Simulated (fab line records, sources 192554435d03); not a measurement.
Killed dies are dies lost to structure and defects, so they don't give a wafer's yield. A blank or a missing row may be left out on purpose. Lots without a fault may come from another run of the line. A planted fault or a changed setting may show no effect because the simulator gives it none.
Chamber matching | flow n5_finfet | N5_BEOL_M1_ALD_84 on ald_metal-02: 4 sister chambers
The step deposits TaN, pulse time 2 s, purge time 3 s, co reactant purge time 2 s. 7 wafers are shown with their chamber, then 7 later ones without.

WAFERS WITH THEIR CHAMBER
wafer  | chamber | heater_power_w (W) | mfc_carrier_sccm (sccm)
L082.2 | 3       | 442                | 1500
L084.2 | 1       | 356                | 1499
L084.4 | 0       | 425                | 1500
L086.2 | 1       | 354                | 1498
L086.5 | 2       | 380                | 1504
L090.3 | 2       | 379                | 1500
L090.4 | 0       | 430                | 1505

WAFERS WITHOUT THEIR CHAMBER
wafer  | heater_power_w (W) | mfc_carrier_sccm (sccm)
L090.6 | 453                | 1506
L092.1 | 377                | 1496
L092.4 | 456                | 1500
L092.6 | 428                | 1497
L094.2 | 384                | 1499
L094.3 | 450                | 1501
L094.6 | 451                | 1499

WHICH CHAMBER EACH WENT THROUGH
wafer  | from the rows above | in truth
L090.6 | 3                   | 3
L092.1 | 2                   | 2
L092.4 | 3                   | 3
L092.6 | 0                   | 0
L094.2 | 2                   | 2
L094.3 | 3                   | 3
L094.6 | 3                   | 3
Placed correctly: 7 of 7. Can't be placed from these rows: 0. Placed wrongly: 0.
How it was worked out, from the rows above alone: a wafer's distance from a chamber is the root of the sum, over the readings, of the square of ((its reading less the chamber's mean) divided by the reading's scatter). The wafer belongs to the nearest chamber; if the next one is less than 2 further off, it can't be placed. A chamber's mean is the mean of its shown wafers. The scatter: the root of (the sum of the squares of (reading less its chamber's mean) over the shown wafers, divided by (wafers less chambers)).
